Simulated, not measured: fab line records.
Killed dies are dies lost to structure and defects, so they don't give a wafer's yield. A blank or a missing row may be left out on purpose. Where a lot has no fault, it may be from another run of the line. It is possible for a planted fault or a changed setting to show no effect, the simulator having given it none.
A struck lot beside a sound one :: flow n5Finfet :: 14 out of 1938 route steps
Sound: wafers L622.1, L622.2, L622.3. The struck wafers were L631.1, L631.4, L631.5. At the end, the cause is stated.
Order at every step that has rows: each side's tool, ch and its chambers, its first start. Under that, the readings that differ: sound wafers :: struck wafers :: difference of the means :: sigmas: that difference in standard deviations of wafers without a fault.
alike: same words and numbers on both sides, and readings whose means sit less than 2 such deviations apart. not compared: any withheld reading, any reading some wafer has no value for, any bound like >300 that may hide the same value, and any number with overlapping values for which the record gives no deviation.
Wherever a step has rows on one side only, a row that says differs or no value, or a row with sigmas, the two part there. When numbers do not overlap yet have no deviation, they are printed without sigmas and do not part them. A reading missing from all wafers of one side parts the sides only when that side holds two or more wafers.

N5_BEOL_M10_ILD_DEP_00: deposits SiCOH lowk from DEMS/porogen, target thk 308.51 nm, time 58 s.
  sound on pecvd-01 ch 0,1,2, day 10 03:05; struck on pecvd-01 ch 0,1,2, day 12 07:56
  alike: heaterPowerW, showerheadPlenumPTorr, throttleValvePct
N5_BEOL_M10_CURE_71: cures SiCOH lowk, time 240 s.
  sound on uvCure-03 ch 2, day 10 03:09; struck on uvCure-01 ch 1, day 12 08:01
  alike: lampPowerPct, wafer_temp_C_max
N5_BEOL_M10_THK_MEAS_01:
  sound: filmMetro-01 at day 10 03:40; struck: filmMetro-02 at day 12 08:32
  alike: M10_ILD_THK
N5_BEOL_M10_PECVD_70: deposits SiO2 from TEOS/O2, target thk 20 nm, time 22.7 s.
  sound on pecvd-01 ch 0,1,2, day 10 03:42; struck on pecvd-02 ch 0,2, day 12 08:34
  alike: heaterPowerW, showerheadPlenumPTorr, throttleValvePct
N5_BEOL_M10_HM_DEP_02: deposits TiN, target thk 20 nm.
  sound: pvdSputter-03 at day 10 05:47; struck: pvdSputter-02 at day 12 12:14
  alike: throttleValvePct
then, 7 steps without rows for these wafers: N5_BEOL_M10_COAT_59 (time 60 s, resist thk 100 nm); N5_BEOL_M10_COAT_60 (time 60 s, resist thk 30 nm); N5_BEOL_M10_COAT_05 (resist thk 90 nm); N5_BEOL_M10_EBR_07; N5_BEOL_M10_SOFTBAKE_06 (time 60 s); N5_BEOL_M10_EXPOSE_08 (exposes mask M10); N5_BEOL_M10_PEB_09 (peb time 60 s).
N5_BEOL_M10_DEVELOP_10: develop time 30 s.
  struck on lithoTrack-03, day 12 12:40; sound on lithoTrack-02 ch 0, day 10 06:13
  no value came back on the struck wafers for chillPlateTempC (C), developTimeS (s); on the sound wafers chillPlateTempC (C) reads 23.02 22.90 22.98
reading: model.CAR-ArF_of_BEOL_M10_COAT_05.thkNm (nm)
sound: 88.8 88.4 88.2
struck: 90.2 89.8 90
difference: +1.5
sigmas: 
N5_BEOL_M10_CD_MEAS_11: the cd target is 64.1 nm.
  sound on cdSem-03 ch 0, day 10 06:17; struck on cdSem-02 ch 0, day 12 12:43
reading: cdNm (nm)
sound: 64.1 64.0 64.1
struck: - - -
difference: no value on the struck wafers
sigmas: 

== WHERE THEY PART ==
Earliest at N5_BEOL_M10_DEVELOP_10; latest, in this record, at N5_BEOL_M10_CD_MEAS_11.

WHY: what the simulator had put in
At N5_BEOL_M10_DEVELOP_10, the step was skipped entirely on lithoTrack-03 from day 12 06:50 on. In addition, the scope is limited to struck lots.
